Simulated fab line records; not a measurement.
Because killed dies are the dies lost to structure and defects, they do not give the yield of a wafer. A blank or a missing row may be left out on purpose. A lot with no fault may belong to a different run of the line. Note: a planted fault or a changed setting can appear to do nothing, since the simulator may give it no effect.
fab line records ; flow n5_finfet
record lots=7; wafers=39
route steps=1938 shown FIN_SAQP@138 SD_EPI_N@278 HKMG_FIN@406
start_h: hours from the record's opening day to when the first of the lot's shown wafers began ; wait_h: time in hours since the lot's previous step ; " as in the row above ; L1.1+2: several wafers, shown together as one row ; - no value, or no start given ; * or withheld: withheld ; < > ~ a bound
route shown NAME@n: NAME is a module with steps in the file, n the number in the route of the first one ; usual: mean/standard deviation taken from wafers without a fault ; same: alike in all rows ; chamber/n: place in a boat ; sites: each site's reading ; _std_site: the standard deviation of these ; _edge_site: the outer-site mean with the inner-site mean subtracted ; radius_mm: for every site, how far away it sits from the centre of the wafer ; mask NAME#n: copy n ; behind: the tool/chamber that last shaped the wafer ; hold: reason for holding the lot/hours on hold/outcome of the hold ; device: the n, p or np transistor that did not switch ; end of line: the same wafers' tests at the end of the route ; a step with no rows: only its recipe ; killed: count of dies lost to structure and defects at first sort (not the wafer's yield) ; map: a wafer's dies, marking killed ones x, the rest . and places with no die _
set.NAME: the setting that was run; set.NAME@STEP: the one run at that earlier step ; model.NAME: the simulator's own value behind a step, which no gauge read
lots with deliberately changed settings; one table per step, one row per wafer
## steps
# step N5_FIN_SAQP_SPACER2_ALD_28
# recipe material=SiO2; target_thk_a=81; temp_c=300; ald_precursor_family=BDEAS; ald_co_reactant=O2-plasma; pulse_time_s=1; purge_time_s=2; co_reactant_purge_time_s=2; pressure_torr=2
lot.wafer;tool;chamber;start_h;wait_h;set.target_thk_a;model.SiO2_of_FIN_SAQP_SPACER2_ALD_28.thk_nm
L075.1+2+3+4+5+6;ald_sin-02;0,2,1,3,1,0;31.75;0.1;81;8
L082.1+3+5;ald_sin-02;2,1,3;74.24;0.1;81;8
L082.2+4+6;ald_sin-02;3,0,0;74.24;0.1;88.81;8.8
L086.1+6;ald_sin-03;0,2;100.02;0.5;81;8
L086.2+4+5;ald_sin-03;3,2,3;100.02;0.5;84.31;8.4
L086.3;ald_sin-03;1;100.02;0.5;81;8.2
L087.3+4;ald_sin-02;1,0;104.91;0.3;81;8.2
L087.6;ald_sin-02;0;104.91;0.3;81;8
L091.1+2+3;ald_sin-02;0,1,2;127.47;0.1;77.64;7.8
L091.4+5+6;ald_sin-02;3,1,0;127.47;0.1;81;8
L093.1+2+3+4+5;ald_sin-03;3,1,0,2,1;142.78;0.1;81;8.2
L093.6;ald_sin-03;2;142.78;0.1;81;8
L095.1+2;ald_sin-03;3,0;153.82;0.1;89.09;8.8
L095.3;ald_sin-03;1;153.82;0.1;89.09;9
L095.4+5+6;ald_sin-03;2,3,0;153.82;0.1;81;8
# step N5_FIN_SAQP_SPACER2_ETCHBACK_29
# recipe chemistry=CHF3/O2; mode=anisotropic_etchback; target=SiO2; target_depth_a=122; time_s=6.1; pressure_mtorr=30; source_w=650; bias_w=170; Ar_flow_sccm=200; CHF3_flow_sccm=50; O2_flow_sccm=5; ion_energy_ev=200
# step N5_FIN_SAQP_MANDREL2_REMOVE_60
# recipe chemistry=HBr/Cl2/O2; bt_time_s=10; target=a-Si; stop_on=SiNx; endpoint=OES-SiCl; over_etch_frac=1; icp_w=600; bias_w=22; HBr_flow_sccm=150; Cl2_flow_sccm=80; O2_flow_sccm=5; pressure_mtorr=10
lot.wafer;tool;chamber;start_h;wait_h;set.target_thk_a@FIN_SAQP_SPACER2_ALD_28;model.FIN_SAQP.cd_nm
L075.1+2+3+5+6;rie_si-03;1,3,2,3,0;32.16;0.1;81;8
L075.4;rie_si-03;0;32.16;0.1;81;8.2
L082.1+3+5;rie_si-05;0,2,0;74.66;0.1;81;8
L082.2+4+6;rie_si-05;3,1,3;74.66;0.1;88.81;8.8
L086.1+3+6;rie_si-03;2,0,0;100.57;0.1;81;8
L086.2+4+5;rie_si-03;3,1,3;100.57;0.1;84.31;8.4
L087.3+4+6;rie_si-03;2,1,1;105.40;0.1;81;8
L091.1+2;rie_si-05;2,3;127.89;0.1;77.64;7.8
L091.3;rie_si-05;1;127.89;0.1;77.64;7.6
L091.4+5+6;rie_si-05;0,2,1;127.89;0.1;81;8
L093.1+2+4+5;rie_si-05;3,0,1,3;143.25;0.1;81;8.2
L093.3+6;rie_si-05;2;143.25;0.1;81;8
L095.1+3;rie_si-05;2,1;154.31;0.1;89.09;9
L095.2;rie_si-05;0;154.31;0.1;89.09;8.8
L095.4;rie_si-05;3;154.31;0.1;81;8
L095.5+6;rie_si-05;0,1;154.31;0.1;81;8.2
# step N5_FIN_SAQP_CD_MEAS_31
# recipe target_cd_nm=8; landing_energy_ev=1000; detector=se_inlens; polarity=line
# usual cd_nm=8.09/0.21
lot.wafer;tool;chamber;start_h;wait_h;set.target_thk_a@FIN_SAQP_SPACER2_ALD_28;cd_nm
L075.1;cd_sem-03;0;32.27;0.1;81;8.17
L075.2;cd_sem-03;0;32.27;0.1;81;8.08
L075.3;cd_sem-03;0;32.27;0.1;81;7.80
L075.4;cd_sem-03;0;32.27;0.1;81;7.71
L075.5;cd_sem-03;0;32.27;0.1;81;7.96
L075.6;cd_sem-03;0;32.27;0.1;81;8.04
L082.1;cd_sem-01;0;74.77;0.1;81;8.25
L082.2;cd_sem-01;0;74.77;0.1;88.81;9.07
L082.3;cd_sem-01;0;74.77;0.1;81;7.83
L082.4;cd_sem-01;0;74.77;0.1;88.81;8.85
L082.5;cd_sem-01;0;74.77;0.1;81;8.06
L082.6;cd_sem-01;0;74.77;0.1;88.81;8.95
L086.1;cd_sem-01;0;100.68;0.1;81;7.79
L086.2;cd_sem-01;0;100.68;0.1;84.31;8.44
L086.3;cd_sem-01;0;100.68;0.1;81;8.05
L086.4;cd_sem-01;0;100.68;0.1;84.31;8.41
L086.5;cd_sem-01;0;100.68;0.1;84.31;8.43
L086.6;cd_sem-01;0;100.68;0.1;81;8.35
L087.3;cd_sem-03;0;105.52;0.1;81;8.29
L087.4;cd_sem-03;0;105.52;0.1;81;8.31
L087.6;cd_sem-03;0;105.52;0.1;81;8.17
L091.1;cd_sem-02;0;128.00;0.1;77.64;7.71
L091.2;cd_sem-02;0;128.00;0.1;77.64;7.66
L091.3;cd_sem-02;0;128.00;0.1;77.64;7.80
L091.4;cd_sem-02;0;128.00;0.1;81;8.11
L091.5;cd_sem-02;0;128.00;0.1;81;7.92
L091.6;cd_sem-02;0;128.00;0.1;81;8.01
L093.1;cd_sem-03;0;143.35;0.1;81;8.15
L093.2;cd_sem-03;0;143.35;0.1;81;8.14
L093.3;cd_sem-03;0;143.35;0.1;81;8.15
L093.4;cd_sem-03;0;143.35;0.1;81;8.43
L093.5;cd_sem-03;0;143.35;0.1;81;8.07
L093.6;cd_sem-03;0;143.35;0.1;81;8.27
L095.1;cd_sem-02;0;154.42;0.1;89.09;8.87
L095.2;cd_sem-02;0;154.42;0.1;89.09;9.05
L095.3;cd_sem-02;0;154.42;0.1;89.09;9.02
L095.4;cd_sem-02;0;154.42;0.1;81;8.09
L095.5;cd_sem-02;0;154.42;0.1;81;8.06
L095.6;cd_sem-02;0;154.42;0.1;81;8.33
# step N5_FIN_SAQP_HM_OPEN_33
# recipe chemistry=CH3F/O2; target=SiNx; mask_material=SiO2; target_depth_a=494; time_s=70.6; pressure_mtorr=30; source_w=395; bias_w=73; Ar_flow_sccm=150; CH3F_flow_sccm=30; O2_flow_sccm=20; ion_energy_ev=120; ends=cleared
lot.wafer;tool;chamber;start_h;wait_h;set.target_thk_a@FIN_SAQP_SPACER2_ALD_28;model.FIN_SAQP.cd_nm
L075.1;rie_diel-01;3;32.32;0.0;81;7.8
L075.2+3+5+6;rie_diel-01;0,1,0,3;32.32;0.0;81;8
L075.4;rie_diel-01;2;32.32;0.0;81;8.2
L082.1;rie_diel-06;3;75.03;0.3;81;8.2
L082.2+6;rie_diel-06;0,3;75.03;0.3;88.81;9
L082.3;rie_diel-06;2;75.03;0.3;81;8
L082.4;rie_diel-06;1;75.03;0.3;88.81;8.8
L082.5;rie_diel-06;2;75.03;0.3;81;7.8
L086.1+6;rie_diel-06;1;100.73;0.0;81;8
L086.2+4+5;rie_diel-06;2,0,2;100.73;0.0;84.31;8.4
L086.3;rie_diel-06;0;100.73;0.0;81;8.2
L087.3+4;rie_diel-05;1,2;105.57;0.0;81;8.2
L087.6;rie_diel-05;3;105.57;0.0;81;8
L091.1+2;rie_diel-01;0,3;128.04;0.0;77.64;7.8
L091.3;rie_diel-01;2;128.04;0.0;77.64;7.6
L091.4+6;rie_diel-01;1,0;128.04;0.0;81;8
L091.5;rie_diel-01;3;128.04;0.0;81;7.8
L093.1+2+4+5;rie_diel-05;2,0,1,1;143.81;0.5;81;8.2
L093.3+6;rie_diel-05;3,2;143.81;0.5;81;8
L095.1+3;rie_diel-01;2,0;154.57;0.1;89.09;9
L095.2;rie_diel-01;3;154.57;0.1;89.09;8.8
L095.4;rie_diel-01;1;154.57;0.1;81;8
L095.5+6;rie_diel-01;1,2;154.57;0.1;81;8.2
# step N5_FIN_SAQP_ETCH_34
# recipe chemistry=C4F6/O2; target=SiO2; target_depth_a=450; time_s=15; ion_energy_ev=250; pressure_mtorr=30; source_w=345; bias_w=185; Ar_flow_sccm=300; C4F6_flow_sccm=10; O2_flow_sccm=10; ends=cleared
# step N5_FIN_SAQP_STRIP_77
# recipe chemistry=N2/H2; time_s=90; power_w=100; temp_c=40; pressure_mtorr=100; rf_frequency_hz=6e+07; bias_power_w=3; n2_flow_sccm=300; h2_flow_sccm=300
# step N5_FIN_SAQP_ETCH_64
# recipe chemistry=CF4; target=SiO2; target_depth_a=15; ion_energy_ev=350; pressure_mtorr=10; icp_w=800; bias_w=400; cf4_flow_sccm=80
lot.wafer;tool;chamber;start_h;wait_h;set.target_thk_a@FIN_SAQP_SPACER2_ALD_28;model.FIN_SAQP.cd_nm
L075.1+6;rie_si-03;2,1;32.58;0.0;81;7.8
L075.2+4;rie_si-03;0,3;32.58;0.0;81;8.2
L075.3+5;rie_si-03;1,2;32.58;0.0;81;8
L082.1+3;rie_si-03;0,1;75.30;0.0;81;8.2
L082.2+4;rie_si-03;3,2;75.30;0.0;88.81;8.8
L082.5;rie_si-03;2;75.30;0.0;81;8
L082.6;rie_si-03;3;75.30;0.0;88.81;9
L086.1+6;rie_si-05;1,0;100.99;0.0;81;8
L086.2+4;rie_si-05;0,3;100.99;0.0;84.31;8.4
L086.3;rie_si-05;2;100.99;0.0;81;8.2
L086.5;rie_si-05;3;100.99;0.0;84.31;8.2
L087.3+4;rie_si-05;3,0;105.83;0.0;81;8.2
L087.6;rie_si-05;0;105.83;0.0;81;8
L091.1;rie_si-06;2;128.31;0.0;77.64;7.8
L091.2+3;rie_si-06;3,1;128.31;0.0;77.64;7.6
L091.4+6;rie_si-06;0,1;128.31;0.0;81;8
L091.5;rie_si-06;2;128.31;0.0;81;7.8
L093.1+2+3+5;rie_si-03;1,0,2,1;144.08;0.0;81;8.2
L093.4;rie_si-03;2;144.08;0.0;81;8.4
L093.6;rie_si-03;0;144.08;0.0;81;8
L095.1+2;rie_si-03;1,0;154.83;0.0;89.09;8.8
L095.3;rie_si-03;3;154.83;0.0;89.09;9.2
L095.4+5+6;rie_si-03;2,2,1;154.83;0.0;81;8.2
# step N5_SD_EPI_N_ETCH_45
# recipe chemistry=CH3F/O2; target=SiOCN; target_depth_a=60; mask_material=SOC; ion_energy_ev=60; bias_w=29; pressure_mtorr=15; source_w=410; Ar_flow_sccm=150; CH3F_flow_sccm=30; O2_flow_sccm=20
lot.wafer;tool;chamber;start_h;wait_h;set.target_depth_a;model.etch.depth_nm
L075.1;rie_diel-06;3;55.05;0.1;62.52;6.177
L075.2;rie_diel-06;1;55.05;0.1;60;5.926
L075.3;rie_diel-06;2;55.05;0.1;60;6.01
L075.4;rie_diel-06;0;55.05;0.1;62.52;6.335
L075.5;rie_diel-06;2;55.05;0.1;62.52;6.254
L075.6;rie_diel-06;1;55.05;0.1;60;5.88
L082.1;rie_diel-06;1;100.30;0.1;60;5.852
L082.2;rie_diel-06;3;100.30;0.1;54.36;5.405
L082.3;rie_diel-06;2;100.30;0.1;54.36;5.412
L082.4;rie_diel-06;0;100.30;0.1;54.36;5.377
L082.5;rie_diel-06;3;100.30;0.1;60;5.933
L082.6;rie_diel-06;2;100.30;0.1;60;5.965
L086.1;rie_diel-06;1;123.16;0.1;62.5;6.044
L086.2;rie_diel-06;3;123.16;0.1;60;6.008
L086.3;rie_diel-06;2;123.16;0.1;60;6.002
L086.4;rie_diel-06;0;123.16;0.1;62.5;6.195
L086.5;rie_diel-06;3;123.16;0.1;62.5;6.305
L086.6;rie_diel-06;0;123.16;0.1;60;5.934
L087.3;rie_diel-05;0;129.15;0.1;60;6.119
L087.4;rie_diel-05;3;129.15;0.1;60;6.113
L087.6;rie_diel-05;1;129.15;0.1;60;6.236
L091.1;rie_diel-01;0;150.76;0.1;64.84;6.594
L091.2;rie_diel-01;1;150.76;0.1;60;6.092
L091.3;rie_diel-01;3;150.76;0.1;64.84;6.548
L091.4;rie_diel-01;2;150.76;0.1;60;6.191
L091.5;rie_diel-01;3;150.76;0.1;60;6.085
L091.6;rie_diel-01;0;150.76;0.1;64.84;6.612
L093.1;rie_diel-01;1;166.73;0.1;60;6.091
L093.2;rie_diel-01;0;166.73;0.1;62.91;6.397
L093.3;rie_diel-01;2;166.73;0.1;60;6.146
L093.4;rie_diel-01;3;166.73;0.1;60;6.042
L093.5;rie_diel-01;1;166.73;0.1;62.91;6.394
L093.6;rie_diel-01;2;166.73;0.1;62.91;6.487
L095.1;rie_diel-06;1;179.51;0.1;60;5.867
L095.2;rie_diel-06;0;179.51;0.1;67.13;6.681
L095.3;rie_diel-06;2;179.51;0.1;60;6.054
L095.4;rie_diel-06;1;179.51;0.1;67.13;6.505
L095.5;rie_diel-06;2;179.51;0.1;60;6.038
L095.6;rie_diel-06;0;179.51;0.1;67.13;6.688
# step N5_HKMG_FIN_ETCH_58
# recipe chemistry=N2/H2; target=SOC; target_depth_a=2158; ion_energy_ev=50; bias_w=13; time_s=741; pressure_mtorr=30; source_w=875; n2_flow_sccm=200; h2_flow_sccm=200
# usual rf_vpp_V=99.4/0.92
lot.wafer;tool;chamber;start_h;wait_h;set.bias_w;rf_vpp_V
L075.1;rie_diel-01;0;77.07;0.0;15.25;112.2
L075.2;rie_diel-01;3;77.07;0.0;15.25;111.5
L075.3;rie_diel-01;1;77.07;0.0;13;100.4
L075.4;rie_diel-01;2;77.07;0.0;13;99.0
L075.5;rie_diel-01;2;77.07;0.0;13;98.9
L075.6;rie_diel-01;3;77.07;0.0;15.25;110.2
L082.1;rie_diel-01;1;122.85;0.0;13;99.2
L082.2;rie_diel-01;2;122.85;0.0;14.31;106.0
L082.3;rie_diel-01;0;122.85;0.0;13;100.4
L082.4;rie_diel-01;3;122.85;0.0;14.31;105.2
L082.5;rie_diel-01;3;122.85;0.0;14.31;106.1
L082.6;rie_diel-01;0;122.85;0.0;13;100.6
L086.1;rie_diel-05;2;148.01;0.0;13;98.9
L086.2;rie_diel-05;3;148.01;0.0;13;100.5
L086.3;rie_diel-05;0;148.01;0.0;14.9;108.5
L086.4;rie_diel-05;1;148.01;0.0;13;97.4
L086.5;rie_diel-05;0;148.01;0.0;14.9;108.7
L086.6;rie_diel-05;1;148.01;0.0;14.9;108.4
L087.3;rie_diel-01;3;153.75;0.0;13;100.8
L087.4;rie_diel-01;2;153.75;0.0;13;99.8
L087.6;rie_diel-01;1;153.75;0.0;13;99.3
L091.1;rie_diel-01;0;171.99;0.0;14.88;108.6
L091.2;rie_diel-01;3;171.99;0.0;13;99.6
L091.3;rie_diel-01;1;171.99;0.0;13;100.0
L091.4;rie_diel-01;2;171.99;0.0;14.88;108.6
L091.5;rie_diel-01;3;171.99;0.0;13;99.5
L091.6;rie_diel-01;2;171.99;0.0;14.88;110.4
L093.1;rie_diel-01;0;188.47;0.0;13;97.9
L093.2;rie_diel-01;3;188.47;0.0;11.98;95.8
L093.3;rie_diel-01;2;188.47;0.0;13;97.9
L093.4;rie_diel-01;1;188.47;0.0;11.98;93.8
L093.5;rie_diel-01;2;188.47;0.0;11.98;93.7
L093.6;rie_diel-01;3;188.47;0.0;13;101.0
L095.1;rie_diel-06;3;203.99;0.0;13;99.7
L095.2;rie_diel-06;0;203.99;0.0;14.82;106.6
L095.3;rie_diel-06;1;203.99;0.0;14.82;106.2
L095.4;rie_diel-06;2;203.99;0.0;13;101.5
L095.5;rie_diel-06;1;203.99;0.0;13;98.0
L095.6;rie_diel-06;0;203.99;0.0;14.82;108.2
# step N5_HKMG_FIN_ETCH_35
# recipe chemistry=N2/H2; target=SOC; target_depth_a=2158; ion_energy_ev=65; bias_w=5; source_w=3000; time_s=243.4; pressure_mtorr=30; n2_flow_sccm=200; h2_flow_sccm=200
lot.wafer;tool;chamber;start_h;wait_h;set.target_depth_a;model.SOC_of_HKMG_FIN_COAT_29.thk_nm;model.etch.depth_nm;model.HKMG_FIN.feature_depth_nm
L075.1;rie_diel-05;2;80.48;0.0;2246;67.6;233.4;233.4
L075.2;rie_diel-05;3;80.48;0.0;2158;82.2;218.1;218.2
L075.3;rie_diel-05;1;80.48;0.0;2246;72.2;229.5;229.6
L075.4;rie_diel-05;0;80.48;0.0;2158;81.2;219.9;219.8
L075.5;rie_diel-05;1;80.48;0.0;2158;80.8;220.8;220.8
L075.6;rie_diel-05;2;80.48;0.0;2246;66.6;234.7;234.8
L082.1;rie_diel-05;3;126.34;0.0;2158;76.8;222.4;222.4
L082.2;rie_diel-05;0;126.34;0.0;2158;78.2;220.8;220.8
L082.3;rie_diel-05;1;126.34;0.0;2158;76.2;223.2;223.2
L082.4;rie_diel-05;2;126.34;0.0;2158;71;228.1;228.2
L082.5;rie_diel-05;2;126.34;0.0;2158;72.4;227.9;227.8
L082.6;rie_diel-05;1;126.34;0.0;2158;78.8;220.9;221
L086.1;rie_diel-01;3;151.59;0.0;2158;84.2;215.7;215.8
L086.2;rie_diel-01;1;151.59;0.0;2158;77;223.3;223.2
L086.3;rie_diel-01;0;151.59;0.0;2158;78.8;221.3;221.2
L086.4;rie_diel-01;2;151.59;0.0;2158;75.6;225.8;225.8
L086.5;rie_diel-01;1;151.59;0.0;2158;76.8;223.9;224
L086.6;rie_diel-01;2;151.59;0.0;2158;77.2;223.1;223.2
L087.3;rie_diel-06;3;157.13;0.0;2158;83.8;216.2;216.2
L087.4;rie_diel-06;3;157.13;0.0;2158;84.6;215.6;215.6
L087.6;rie_diel-06;2;157.13;0.0;2158;83.6;216.9;217
L091.1;rie_diel-05;0;175.53;0.0;2312;68.6;230.6;230.6
L091.2;rie_diel-05;2;175.53;0.0;2312;59.2;239.5;239.6
L091.3;rie_diel-05;1;175.53;0.0;2158;80.8;218.7;218.6
L091.4;rie_diel-05;3;175.53;0.0;2158;81;218;218
L091.5;rie_diel-05;1;175.53;0.0;2312;66;233.6;233.6
L091.6;rie_diel-05;2;175.53;0.0;2158;74.8;224.4;224.4
L093.1;rie_diel-01;3;192.13;0.0;2158;87.2;212.7;212.6
L093.2;rie_diel-01;1;192.13;0.0;2158;80.6;220.1;220.2
L093.3;rie_diel-01;2;192.13;0.0;1928;99;200.6;200.6
L093.4;rie_diel-01;0;192.13;0.0;1928;101.8;198.5;198.4
L093.5;rie_diel-01;0;192.13;0.0;2158;78;222.4;222.4
L093.6;rie_diel-01;3;192.13;0.0;1928;108.6;191.7;191.8
L095.1;rie_diel-01;2;207.34;0.0;1889;103.4;196.8;196.8
L095.2;rie_diel-01;3;207.34;0.0;2158;88.2;211.9;212
L095.3;rie_diel-01;1;207.34;0.0;2158;79.4;221;221
L095.4;rie_diel-01;0;207.34;0.0;1889;108.2;191.7;191.8
L095.5;rie_diel-01;1;207.34;0.0;2158;82.4;218.8;218.8
L095.6;rie_diel-01;0;207.34;0.0;1889;108.8;192.2;192.2
## key
split step=N5_FIN_SAQP_SPACER2_ALD_28; setting=target_thk_a; stated=81; by=wafer
response step=N5_FIN_SAQP_SPACER2_ALD_28; reading=model.SiO2_of_FIN_SAQP_SPACER2_ALD_28.thk_nm; change=+0.0819; per=1%; r=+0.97
response step=N5_FIN_SAQP_MANDREL2_REMOVE_60; reading=model.FIN_SAQP.cd_nm; change=+0.0814; per=1%; r=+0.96
response step=N5_FIN_SAQP_CD_MEAS_31; reading=cd_nm; change=+0.0866; per=1%; r=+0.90
response step=N5_FIN_SAQP_HM_OPEN_33; reading=model.FIN_SAQP.cd_nm; change=+0.0846; per=1%; r=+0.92
response step=N5_FIN_SAQP_ETCH_64; reading=model.FIN_SAQP.cd_nm; change=+0.0732; per=1%; r=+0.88
split step=N5_SD_EPI_N_ETCH_45; setting=target_depth_a; stated=60; by=wafer
response step=N5_SD_EPI_N_ETCH_45; reading=model.etch.depth_nm; change=+0.0565; per=1%; r=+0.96
split step=N5_HKMG_FIN_ETCH_58; setting=bias_w; stated=13; by=wafer
response step=N5_HKMG_FIN_ETCH_58; reading=rf_vpp_V; change=+0.626; per=1%; r=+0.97
split step=N5_HKMG_FIN_ETCH_35; setting=target_depth_a; stated=2158; by=wafer
response step=N5_HKMG_FIN_ETCH_35; reading=model.SOC_of_HKMG_FIN_COAT_29.thk_nm; change=-2; per=1%; r=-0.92
response step=N5_HKMG_FIN_ETCH_35; reading=model.etch.depth_nm; change=+2.01; per=1%; r=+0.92
response step=N5_HKMG_FIN_ETCH_35; reading=model.HKMG_FIN.feature_depth_nm; change=+2.02; per=1%; r=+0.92
